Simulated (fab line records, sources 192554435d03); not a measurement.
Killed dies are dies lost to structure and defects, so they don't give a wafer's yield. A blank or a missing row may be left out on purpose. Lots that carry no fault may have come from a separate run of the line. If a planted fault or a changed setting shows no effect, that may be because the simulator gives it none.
Chamber matching	flow n5 finfet	N5_BEOL_M1_PRE_CLEAN_60 on cvd co-02 has 3 sister chambers
The step time 15 s. 24 wafers are shown with their chamber, then 12 later ones without.

== WAFERS, EACH WITH ITS CHAMBER ==
wafer	chamber	heater power w (W)	rf fwd power W (W)
L074.2	1	68	299.2
L074.5	1	66	297.5
L074.6	0	92	296.7
L078.1	0	92	296.5
L078.2	2	105	295.5
L078.6	1	68	296.9
L080.3	0	92	296.2
L080.4	2	103	296.8
L080.5	0	93	295.3
L082.2	1	67	298.4
L082.5	0	90	298.3
L082.6	1	67	298.5
L088.2	0	92	297.2
L088.3	1	66	298.9
L088.6	0	95	297.8
L085.3	2	103	296.5
L085.4	0	93	296.7
L085.5	2	103	294.4
L090.1	2	103	296.4
L090.2	1	67	299.5
L090.3	0	93	295.8
L091.2	2	103	296.5
L091.4	1	67	298.4
L091.6	0	93	296.1

SIGNATURES (averages over the wafers above)
reading	chamber 0	chamber 1	chamber 2	scatter within a chamber
heater power w	92.50	67.00	103.33	1.02
rf fwd power W	296.660	298.412	296.017	0.892
Rule: a wafer lies at a distance from a chamber equal to the root of the sum of squares, over the readings, of (its reading less the chamber's mean, divided by the reading's scatter). If the next closest chamber is less than 2 further off than the closest, the wafer can't be placed; otherwise it belongs to the closest. The scatter: take each reading less its chamber's mean, square it, sum over the shown wafers, divide by the number of wafers less the number of chambers, and take the root.

== WAFERS WITH NO CHAMBER GIVEN ==
wafer	heater power w (W)	rf fwd power W (W)
L092.2	102	294.5
L092.4	67	297.8
L092.5	104	296.0
L093.2	64	298.0
L093.3	93	296.8
L093.4	67	298.0
L095.4	102	295.7
L095.5	95	297.1
L095.6	66	296.4
L097.1	94	297.5
L097.4	94	296.5
L097.5	67	298.2

== WHICH CHAMBER EACH ONE RAN IN ==
wafer	from the rows above	in truth
L092.2	2	2
L092.4	1	1
L092.5	2	2
L093.2	1	1
L093.3	0	0
L093.4	1	1
L095.4	2	2
L095.5	0	0
L095.6	1	1
L097.1	0	0
L097.4	0	0
L097.5	1	1
Correctly placed: 12 of 12. Left unplaced by these rows: 0. Placed wrongly: 0.
